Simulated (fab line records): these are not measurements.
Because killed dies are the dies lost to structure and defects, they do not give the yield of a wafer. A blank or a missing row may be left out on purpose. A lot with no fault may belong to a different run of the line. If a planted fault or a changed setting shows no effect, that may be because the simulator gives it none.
A lot that was struck, set against a sound lot    flow n5-finfet    39 out of 1938 route steps
Sound: the wafers L472.1, L472.2, L472.4. Struck: wafer L482.3. (L482.2, L482.5 of the same lot were not struck and are left out.) The cause comes at the end.
Per side, at each step with rows, come the tool, then ch with its chambers, and then its first start. Under that, the readings that differ: sound wafers    struck wafers    difference of the means    sigmas: that difference in standard deviations of wafers without a fault.
alike: same words and numbers on both sides, and readings whose means sit less than 2 such deviations apart. not compared: any withheld reading, any reading some wafer has no value for, any bound like >300 that may hide the same value, and any number with overlapping values for which the record gives no deviation.
The two part at a step that has a row with sigmas, a row that says differs or no value, or rows on one side only. Numbers that don't overlap but have no deviation are shown without sigmas and don't part them. A reading missing from all wafers of one side parts the sides only when that side holds two or more wafers.

first, 10 steps without rows for these wafers: N5_SDB_STRIP_22 (strips in N2/H2); N5_SDB_PRECLEAN_23 (cleans in dHF, time 30 s); N5_SDB_DUMMY_REMOVE_24 (chemistry TMAH, target poly-Si, stops on SiO2, target depth 142 nm, time 57 s, rinse time 30 s); N5_SDB_ETCH_25 (etches SiO2 in C4F6/O2, target depth 10 nm, time 3.3 s); N5_SDB_CUT_ETCH_26 (etches Si in HBr/Cl2/O2, target depth 129.6 nm, bt time 20 s, time 51.8 s); N5_SDB_PRECLEAN_38 (cleans in dHF, time 10 s); N5_SDB_PRECLEAN_39 (cleans in O3/DIW, time 45 s); N5_SDB_SRD_28 (time 30 s); N5_SDB_ALD_29 (deposits SiNx, target thk 30 nm, pulse time 1 s, ald cycles 600); N5_SDB_CMP_30 (polishes, stops on poly-Si, t overpolish 1.54 s, target thk 30 nm).
N5_DUMMY_REMOVAL_HM_STRIP_01: strips SiNx in CH3F/O2, stops on poly-Si, target depth 4 nm, time 6.8 s.
  sound on rie-diel-01 ch 0,1,2, day 5 04:00; struck on rie-diel-01 ch 1, day 7 19:45
reading                               sound           struck  difference  sigmas
model.SiNx_of_SDB_ALD_29.thk-nm (nm)  29.6 29.4 29.6  29.2    -0.3        
  alike: bias-w, drypump-motor-current-A, oes-product-au, rf-vpp-V, showerhead-plenum-p-Torr, throttle-valve-pct
  not compared: rf-hours-counter-h
then, 25 steps without rows for these wafers: N5_DUMMY_REMOVAL_STRIP_10 (strips in N2/H2, time 40 s); N5_DUMMY_REMOVAL_PRECLEAN_07 (cleans in dHF, time 30 s); N5_DUMMY_REMOVAL_DUMMY_REMOVE_02 (chemistry TMAH, target poly-Si, stops on SiO2, target depth 142 nm, time 57 s, rinse time 30 s); N5_DUMMY_REMOVAL_PRECLEAN_08 (cleans in NF3:NH3, afs cycles 2, time 20 s, sublimation time 60 s); N5_DUMMY_REMOVAL_PRECLEAN_04 (cleans in DHF, time 37 s); N5_DUMMY_REMOVAL_SRD_05 (time 30 s); N5_HKMG_FIN_IL_REGROW_00 (material SiO2, chemistry O3, target thk 0.75 nm, time 30 s); N5_HKMG_FIN_HK_ALD_01 (deposits HfO2, target thk 1.6 nm, pulse time 3 s, purge time 3 s); N5_HKMG_FIN_HK_ANNEAL_02 (time 30 s); N5_HKMG_FIN_ALD_74 (deposits La2O3, target thk 0.5 nm, pulse time 6 s, co reactant pulse time 1 s); N5_HKMG_FIN_ALD_75 (deposits Al2O3, target thk 1 nm, co reactant pulse time 1 s); N5_HKMG_FIN_COAT_41 (time 60 s, resist thk 300 nm); N5_HKMG_FIN_COAT_42 (time 60 s, resist thk 35 nm); N5_HKMG_FIN_COAT_43 (resist thk 90 nm); N5_HKMG_FIN_EBR_45; N5_HKMG_FIN_SOFTBAKE_44 (time 60 s); N5_HKMG_FIN_EXPOSE_46 (exposes mask NDIPOLE); N5_HKMG_FIN_PEB_47 (peb time 60 s); N5_HKMG_FIN_DEVELOP_48 (develop time 30 s); N5_HKMG_FIN_DESCUM_53 (chemistry O2, time 7.9 s); N5_HKMG_FIN_ETCH_54 (etches SiARC in CF4, target depth 45.5 nm, time 75.8 s); N5_HKMG_FIN_ETCH_55 (etches SOC in N2/H2, target depth 240 nm, time 300 s); N5_HKMG_FIN_STRIP_56 (strips in N2/H2); N5_HKMG_FIN_STRIP_57 (strips in CF4); N5_HKMG_FIN_ETCH_58 (etches SOC in N2/H2, target depth 215.8 nm, time 741 s).
N5_GATE_CUT_ETCHBACK_30: etches TiN in Cl2/Ar, target depth 3 nm.
  sound on rie-metal-03 ch 0,1, day 5 13:57; struck on rie-metal-01 ch 1, day 8 05:29
reading                               sound           struck  difference  sigmas
model.SiNx_of_SDB_ALD_29.thk-nm (nm)  27.4 27.2 27.4  27      +0          
  alike: bias-w, drypump-motor-current-A, oes-product-au, throttle-valve-pct
  not compared: rf-hours-counter-h
-- the record jumps here: 3 days lie between the struck wafers' starts before and after (it left off in module GATE_CUT and takes up again in module BEOL_M4, whose first step shown is number 1111 of the route) --
N5_BEOL_M4_RC_MEAS_101:
  sound on prober-01 ch 0, day 8 20:08; struck on prober-02 ch 0, day 11 16:49
  alike: DIBL_N, DIBL_P, IOFF_N, IOFF_P, ION_N, ION_P, SS_N, SS_P, VT_N, VT_P
N5_PASSIVATION_PROBE_49:
  sound wafers here have rows in the record (prober-01, day 12 21:37); struck ones have none

WHERE THEY PART
Within this record, at N5_PASSIVATION_PROBE_49 only.

WHY: the cause the simulator had injected
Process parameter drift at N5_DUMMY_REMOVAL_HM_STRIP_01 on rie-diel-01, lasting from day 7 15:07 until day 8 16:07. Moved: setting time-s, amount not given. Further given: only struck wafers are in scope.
